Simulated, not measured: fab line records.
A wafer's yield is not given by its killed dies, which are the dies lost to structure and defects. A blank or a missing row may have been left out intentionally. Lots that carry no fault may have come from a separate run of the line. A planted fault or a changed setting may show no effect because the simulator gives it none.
fab line records	flow nand-harc	part 2 of 2: steps 19 to 29 of 29
record lots=5	wafers=15	last-day=33
route steps=1302 shown A_CONTACT@1084 A_BLC@1107
lots that met no fault: from a run of the same line without faults
start-h: hours from the record's first day to the start of the lot's first wafer shown	wait-h: hours since the lot's step before	" same as the row above	L1.1+2: a single row standing in for several wafers	- either no value or no given start	* or withheld: withheld	< > ~ a bound
route shown NAME@n: names a module that has steps shown in the file, with the first one's number in the route	usual: the fault-free wafers' mean and standard deviation	same: alike in all rows	chamber/n: place in a boat	sites: per-site readings	_std_site: standard deviation of those values	_edge_site: outer sites' mean less inner sites'	radius-mm: for every site, how far away it sits from the centre of the wafer	mask NAME#n: copy n	behind: the last tool/chamber to shape the wafer	hold: why the lot was held/for how many hours/how that ended	device: names the non-switching transistor (n, p or np)	end of line: the route-end tests of the same wafers	where a step has no rows: the recipe by itself	killed: dies that structure and defects cost at the first sort, which is not the same as the wafer's yield	map: a wafer's dies, x killed, . not, _ none there
set.NAME: the setting the step ran with; set.NAME@STEP: the setting that earlier step ran with	model.NAME: the simulator's own value behind a step, which no gauge read
lots at selected steps of the route; one table per step, one row per wafer
services: a tool's chamber out of use, with start hour (start-h, from the record's first day; less than 0 if before it), hours out, and reason
## steps
# step NHARC_A_CONTACT_CVD_19
# recipe target-thk-a=3000	temp-c=300	pressure-torr=40	wf6-flow-sccm=40	h2-flow-sccm=1600	ar-flow-sccm=1560	time-s=802	material=W
# usual chamber-pressure-Torr=40.00/0.094	heater-power-outer-w=278/22	heater-power-w=494/47	throttle-valve-pct=8.28/0.28
lot.wafer	tool	chamber	start-h	wait-h	chamber-pressure-Torr	heater-power-outer-w	heater-power-w	throttle-valve-pct
L079.1	cvd-w-01	0	-	-	40.18	286	525	8.14
L079.2	"	1	"	"	39.95	261	478	8.46
L079.4	"	1	"	"	40.01	264	485	8.63
L081.1	cvd-w-02	0	-	-	40.06	256	432	8.30
L081.4	"	0	"	"	40.24	256	433	8.18
L081.6	"	0	"	"	40.05	256	433	8.21
L085.1	cvd-w-01	0	-	-	39.92	279	528	7.77
L085.4	"	0	"	"	39.99	289	543	8.24
L085.3	"	1	"	"	40.06	264	464	8.70
L090.2	cvd-w-01	1	-	-	39.99	271	472	8.53
L090.1	"	0	"	"	40.00	296	534	8.02
L090.5	"	0	"	"	40.07	293	520	8.08
L096.1	cvd-w-02	1	-	-	39.89	303	558	8.25
L096.5	"	1	"	"	39.96	301	548	7.98
L096.6	"	0	"	"	40.03	254	424	8.23
# step NHARC_A_CONTACT_CMP_20
# recipe t-overpolish-s=30	target-thk-nm=300
# usual motor-current-A=11.6/1.4	overpolish-run-s=30.000/0.0098	time-to-endpoint-s=59.8/2.9
lot.wafer	tool	chamber	start-h	wait-h	motor-current-A	overpolish-run-s	time-to-endpoint-s
L079.4	cmp-02	0	566.08	0.4	11.6	29.999	56.2
L079.1	"	1	"	"	10.9	29.994	60.3
L079.2	"	2	"	"	11.5	29.997	61.5
L081.1	cmp-02	0	592.85	0.8	11.8	29.995	57.4
L081.4	"	1	"	"	10.8	30.006	58.2
L081.6	"	3	"	"	12.8	30.005	54.4
L085.3	cmp-01	2	622.92	0.4	12.8	30.007	62.5
L085.4	"	3	"	"	11.4	30.013	60.1
L085.1	"	1	"	"	10.0	30.006	57.6
L090.2	cmp-01	2	684.94	0.8	12.3	29.976	57.0
L090.1	"	0	"	"	14.4	30.015	57.2
L090.5	"	1	"	"	10.5	30.007	58.6
L096.1	cmp-04	2	738.99	0.8	10.9	29.994	62.0
L096.5	"	1	"	"	11.0	29.995	62.6
L096.6	"	2	"	"	10.0	30.003	63.1
# step NHARC_A_CONTACT_SRD_22
lot.wafer	tool	chamber	start-h	wait-h
L079.4+2+1	wet-bench-04	6,7,1	566.39	0.0
L081.4+1+6	wet-bench-04	4,6,7	593.13	0.0
L085.1+3+4	wet-bench-04	0,3,4	623.24	0.0
L090.2+1+5	wet-bench-05	6,1,3	685.23	0.0
L096.1+6+5	wet-bench-05	2,3,6	739.28	0.0
# step NHARC_A_CONTACT_INSPECT_23
# usual raw-defect-count=505/110
lot.wafer	tool	chamber	start-h	wait-h	raw-defect-count
L079.1	defect-inspect-01	-	566.46	0.1	753
L079.2	"	-	"	"	539
L079.4	"	-	"	"	599
L081.1	defect-inspect-01	-	593.20	0.1	634
L081.4	"	-	"	"	581
L081.6	"	-	"	"	620
L085.1	defect-inspect-01	-	623.32	0.1	394
L085.3	"	-	"	"	558
L085.4	"	-	"	"	461
L090.1	defect-inspect-02	-	685.31	0.1	755
L090.2	"	-	"	"	750
L090.5	"	-	"	"	597
L096.1	defect-inspect-01	-	739.37	0.1	362
L096.5	"	-	"	"	368
L096.6	"	-	"	"	675
# step NHARC_A_BLC_DEHYDRATE_00
# recipe temp-c=150	time-s=120
# usual chill-plate-temp-C=23.02/0.096	plate-temp-C=150.01/0.12
lot.wafer	tool	chamber	start-h	wait-h	chill-plate-temp-C	plate-temp-C
L079.1	litho-track-01	0	566.52	0.1	22.96	149.83
L079.2	"	0	"	"	23.03	149.84
L079.4	"	0	"	"	22.90	149.89
L081.1	litho-track-01	0	593.26	0.1	23.09	149.92
L081.4	"	0	"	"	23.08	150.11
L081.6	"	0	"	"	23.11	150.10
L085.1	litho-track-06	0	623.38	0.1	23.16	149.97
L085.3	"	0	"	"	22.98	149.90
L085.4	"	0	"	"	23.10	150.16
L090.1	litho-track-06	0	685.37	0.1	22.93	150.09
L090.2	"	0	"	"	23.00	149.88
L090.5	"	0	"	"	23.11	149.98
L096.1	litho-track-06	0	739.42	0.1	23.05	150.17
L096.5	"	0	"	"	23.08	150.08
L096.6	"	0	"	"	23.27	150.05
# step NHARC_A_BLC_HMDS_01
# recipe time-s=30
# usual chill-plate-temp-C=23.01/0.11
lot.wafer	tool	chamber	start-h	wait-h	chill-plate-temp-C
L079.1	litho-track-01	0	-	-	22.92
L079.2	"	0	"	"	22.82
L079.4	"	0	"	"	22.85
L081.1	litho-track-01	0	-	-	23.08
L081.4	"	0	"	"	23.12
L081.6	"	0	"	"	23.19
L085.1	litho-track-06	0	-	-	23.02
L085.3	"	0	"	"	23.00
L085.4	"	0	"	"	22.99
L090.1	litho-track-06	0	-	-	22.97
L090.2	"	0	"	"	23.06
L090.5	"	0	"	"	22.94
L096.1	litho-track-06	0	-	-	23.24
L096.5	"	0	"	"	23.00
L096.6	"	0	"	"	22.97
# step NHARC_A_BLC_COAT_02
# recipe temp-c=260	time-s=75
# usual chill-plate-temp-C=23.00/0.085	plate-temp-C=260.03/0.18
lot.wafer	tool	chamber	start-h	wait-h	chill-plate-temp-C	plate-temp-C
L079.1	litho-track-01	0	-	-	23.10	259.85
L079.2	"	0	"	"	23.08	260.03
L079.4	"	0	"	"	23.12	260.06
L081.1	litho-track-01	0	-	-	23.09	260.05
L081.4	"	0	"	"	23.01	260.29
L081.6	"	0	"	"	22.89	260.18
L085.1	litho-track-06	0	-	-	23.10	259.88
L085.3	"	0	"	"	23.06	260.06
L085.4	"	0	"	"	22.96	260.03
L090.1	litho-track-06	0	-	-	23.12	259.95
L090.2	"	0	"	"	23.12	259.93
L090.5	"	0	"	"	23.23	260.03
L096.1	litho-track-06	0	-	-	22.91	260.20
L096.5	"	0	"	"	22.93	259.90
L096.6	"	0	"	"	23.05	259.98
# step NHARC_A_BLC_COAT_03
# recipe temp-c=225	time-s=65
# usual chill-plate-temp-C=23.00/0.12	plate-temp-C=225.04/0.17
lot.wafer	tool	chamber	start-h	wait-h	chill-plate-temp-C	plate-temp-C
L079.1	litho-track-01	0	-	-	22.84	224.85
L079.2	"	0	"	"	22.82	224.94
L079.4	"	0	"	"	22.93	225.00
L081.1	litho-track-01	0	-	-	23.09	224.81
L081.4	"	0	"	"	22.90	224.88
L081.6	"	0	"	"	22.95	225.08
L085.1	litho-track-06	0	-	-	23.18	224.81
L085.3	"	0	"	"	23.12	224.74
L085.4	"	0	"	"	22.95	224.84
L090.1	litho-track-06	0	-	-	22.91	225.09
L090.2	"	0	"	"	23.07	224.91
L090.5	"	0	"	"	23.01	224.90
L096.1	litho-track-06	0	-	-	23.34	224.78
L096.5	"	0	"	"	23.34	225.29
L096.6	"	0	"	"	23.33	225.03
# step NHARC_A_BLC_COAT_04
# recipe spin-rpm=1500	resist-thk-nm=90
# usual chill-plate-temp-C=22.98/0.1
lot.wafer	tool	chamber	start-h	wait-h	chill-plate-temp-C
L079.1	litho-track-01	0	-	-	23.01
L079.2	"	0	"	"	23.15
L079.4	"	0	"	"	23.06
L081.1	litho-track-01	0	-	-	22.73
L081.4	"	0	"	"	22.99
L081.6	"	0	"	"	22.95
L085.1	litho-track-06	0	-	-	23.14
L085.3	"	0	"	"	23.10
L085.4	"	0	"	"	23.11
L090.1	litho-track-06	0	-	-	23.00
L090.2	"	0	"	"	23.02
L090.5	"	0	"	"	23.05
L096.1	litho-track-06	0	-	-	23.13
L096.5	"	0	"	"	23.00
L096.6	"	0	"	"	22.91
# step NHARC_A_BLC_SOFTBAKE_05
# recipe temp-c=105	time-s=55
# usual chill-plate-temp-C=23.02/0.098	plate-temp-C=104.98/0.14
lot.wafer	tool	chamber	start-h	wait-h	chill-plate-temp-C	plate-temp-C
L079.1	litho-track-01	0	-	-	23.08	104.74
L079.2	"	0	"	"	23.05	104.97
L079.4	"	0	"	"	23.21	105.09
L081.1	litho-track-01	0	-	-	23.19	104.85
L081.4	"	0	"	"	23.18	104.96
L081.6	"	0	"	"	23.06	104.91
L085.1	litho-track-06	0	-	-	23.10	105.10
L085.3	"	0	"	"	23.13	104.81
L085.4	"	0	"	"	23.06	104.93
L090.1	litho-track-06	0	-	-	23.11	104.95
L090.2	"	0	"	"	22.98	104.76
L090.5	"	0	"	"	22.99	104.98
L096.1	litho-track-06	0	-	-	22.87	104.92
L096.5	"	0	"	"	22.92	105.18
L096.6	"	0	"	"	23.15	105.12
# step NHARC_A_BLC_EBR_06
# usual chill-plate-temp-C=23.04/0.1
lot.wafer	tool	chamber	start-h	wait-h	chill-plate-temp-C
L079.1	litho-track-01	0	-	-	23.04
L079.2	"	0	"	"	23.06
L079.4	"	0	"	"	23.25
L081.1	litho-track-01	0	-	-	22.89
L081.4	"	0	"	"	22.91
L081.6	"	0	"	"	22.91
L085.1	litho-track-06	0	-	-	23.13
L085.3	"	0	"	"	23.19
L085.4	"	0	"	"	23.01
L090.1	litho-track-06	0	-	-	23.10
L090.2	"	0	"	"	23.12
L090.5	"	0	"	"	23.11
L096.1	litho-track-06	0	-	-	22.97
L096.5	"	0	"	"	22.99
L096.6	"	0	"	"	23.01
## services
tool	chamber	start-h	hours	kind
cvd-w-01	-	547.31	13.0	pm
har-cap-etch-01	-	549.38	0.9	repair
rie-diel-01	-	555.21	0.2	repair
wet-bench-05	-	555.37	2.2	repair
rie-diel-01	-	560.76	9.0	pm
rie-diel-08	1	568.42	6.1	repair
cmp-01	-	575.97	1.0	repair
cmp-01	-	577.50	4.0	pm
wet-bench-04	-	579.22	8.0	pm
cvd-w-01	0	590.69	17.9	repair
cmp-02	-	595.13	6.1	repair
cmp-01	-	609.69	2.4	repair
ald-metal-02	-	610.00	10.0	pm
wet-bench-05	-	612.80	8.0	pm
rie-diel-12	-	622.52	9.0	pm
har-cap-etch-02	-	635.17	0.1	repair
cvd-w-01	0	651.86	6.4	repair
rie-diel-08	2	658.58	5.1	repair
rie-diel-08	-	666.06	0.3	repair
litho-track-01	-	680.00	7.0	pm
litho-track-06	-	704.00	7.0	pm
rie-diel-08	-	722.63	9.0	pm
cvd-w-01	-	728.31	13.0	pm
rie-diel-01	3	734.63	6.7	repair
